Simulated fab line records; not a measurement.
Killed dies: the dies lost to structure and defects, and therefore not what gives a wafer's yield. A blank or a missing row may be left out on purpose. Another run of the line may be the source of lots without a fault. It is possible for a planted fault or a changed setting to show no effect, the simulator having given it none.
Matching of chambers / flow n5Finfet / 4 sister chambers for N5_BEOL_M4_STRIP_36 on rieDiel-06
The step strips in N2/H2. 8 wafers are shown with their chamber, then 9 later ones without.

== EACH WAFER AND ITS CHAMBER ==
wafer=L080.5; chamber=2; drypumpMotorCurrentA (A)=5.7; throttleValvePct (%)=23.24
wafer=L083.4; chamber=0; drypumpMotorCurrentA (A)=5.1; throttleValvePct (%)=23.86
wafer=L084.1; chamber=0; drypumpMotorCurrentA (A)=5.0; throttleValvePct (%)=23.85
wafer=L084.2; chamber=1; drypumpMotorCurrentA (A)=5.4; throttleValvePct (%)=23.10
wafer=L084.3; chamber=3; drypumpMotorCurrentA (A)=6.4; throttleValvePct (%)=23.38
wafer=L088.2; chamber=1; drypumpMotorCurrentA (A)=5.4; throttleValvePct (%)=23.11
wafer=L088.3; chamber=3; drypumpMotorCurrentA (A)=6.4; throttleValvePct (%)=23.39
wafer=L088.5; chamber=2; drypumpMotorCurrentA (A)=5.7; throttleValvePct (%)=23.27

== WAFERS MISSING THEIR CHAMBER ==
wafer=L094.3; drypumpMotorCurrentA (A)=5.6; throttleValvePct (%)=23.26
wafer=L094.4; drypumpMotorCurrentA (A)=5.4; throttleValvePct (%)=23.10
wafer=L094.5; drypumpMotorCurrentA (A)=5.4; throttleValvePct (%)=23.10
wafer=L096.1; drypumpMotorCurrentA (A)=5.7; throttleValvePct (%)=23.33
wafer=L096.2; drypumpMotorCurrentA (A)=5.1; throttleValvePct (%)=23.60
wafer=L096.5; drypumpMotorCurrentA (A)=5.6; throttleValvePct (%)=23.28
wafer=L097.1; drypumpMotorCurrentA (A)=5.4; throttleValvePct (%)=23.13
wafer=L097.2; drypumpMotorCurrentA (A)=5.6; throttleValvePct (%)=23.34
wafer=L097.5; drypumpMotorCurrentA (A)=5.0; throttleValvePct (%)=23.59

== EACH ONE'S CHAMBER ==
wafer=L094.3; from the rows above=2; in truth=2
wafer=L094.4; from the rows above=1; in truth=1
wafer=L094.5; from the rows above=1; in truth=1
wafer=L096.1; from the rows above=2; in truth=2
wafer=L096.2; from the rows above=0; in truth=0
wafer=L096.5; from the rows above=2; in truth=2
wafer=L097.1; from the rows above=1; in truth=1
wafer=L097.2; from the rows above=2; in truth=2
wafer=L097.5; from the rows above=0; in truth=0
Correct placement for 9 of the 9. From these rows, 0 cannot be placed. Wrongly placed: 0.
How it was worked out, from the rows above alone: a wafer's distance from a chamber is the root of the sum, over the readings, of the square of ((its reading less the chamber's mean) divided by the reading's scatter). The wafer belongs to the nearest chamber; if the next one is less than 2 further off, it can't be placed. A chamber's mean is the mean of its shown wafers. The scatter: take each reading less its chamber's mean, square it, sum over the shown wafers, divide by the number of wafers less the number of chambers, and take the root.
